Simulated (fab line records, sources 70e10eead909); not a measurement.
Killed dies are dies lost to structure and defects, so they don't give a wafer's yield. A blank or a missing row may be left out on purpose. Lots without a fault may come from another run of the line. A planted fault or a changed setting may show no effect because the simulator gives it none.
Chamber matching | flow nand_harc | NHARC_P_ZERO_WELL_DESCUM_39 on rie_diel-12: 4 sister chambers
The step chemistry O2, time 3 s. 4 wafers are shown with their chamber, then 12 later ones without.

WAFERS WITH THEIR CHAMBER
wafer  | chamber | drypump_motor_current_A (A)
L086.1 | 2       | 5.9
L086.4 | 1       | 6.3
L088.5 | 3       | 5.0
L088.6 | 0       | 6.5

WAFERS WITHOUT THEIR CHAMBER
wafer  | drypump_motor_current_A (A)
L092.1 | 6.5
L092.3 | 5.0
L092.4 | 5.8
L093.3 | 5.8
L093.5 | 5.8
L093.6 | 5.0
L094.1 | 5.0
L094.2 | 5.8
L094.6 | 6.5
L096.1 | 5.0
L096.2 | 6.5
L096.4 | 5.8

WHICH CHAMBER EACH WENT THROUGH
wafer  | from the rows above | in truth
L092.1 | 0                   | 0
L092.3 | 3                   | 3
L092.4 | 2                   | 2
L093.3 | 2                   | 2
L093.5 | 2                   | 2
L093.6 | 3                   | 3
L094.1 | 3                   | 3
L094.2 | 2                   | 2
L094.6 | 0                   | 0
L096.1 | 3                   | 3
L096.2 | 0                   | 0
L096.4 | 2                   | 2
Placed correctly: 12 of 12. Can't be placed from these rows: 0. Placed wrongly: 0.
How it was worked out, from the rows above alone: a wafer's distance from a chamber is the root of the sum, over the readings, of the square of ((its reading less the chamber's mean) divided by the reading's scatter). The wafer belongs to the nearest chamber; if the next one is less than 2 further off, it can't be placed. A chamber's mean is the mean of its shown wafers. The scatter: with one shown wafer a chamber, the root of the mean of the squares of how far each hidden wafer lies from its nearest shown one.
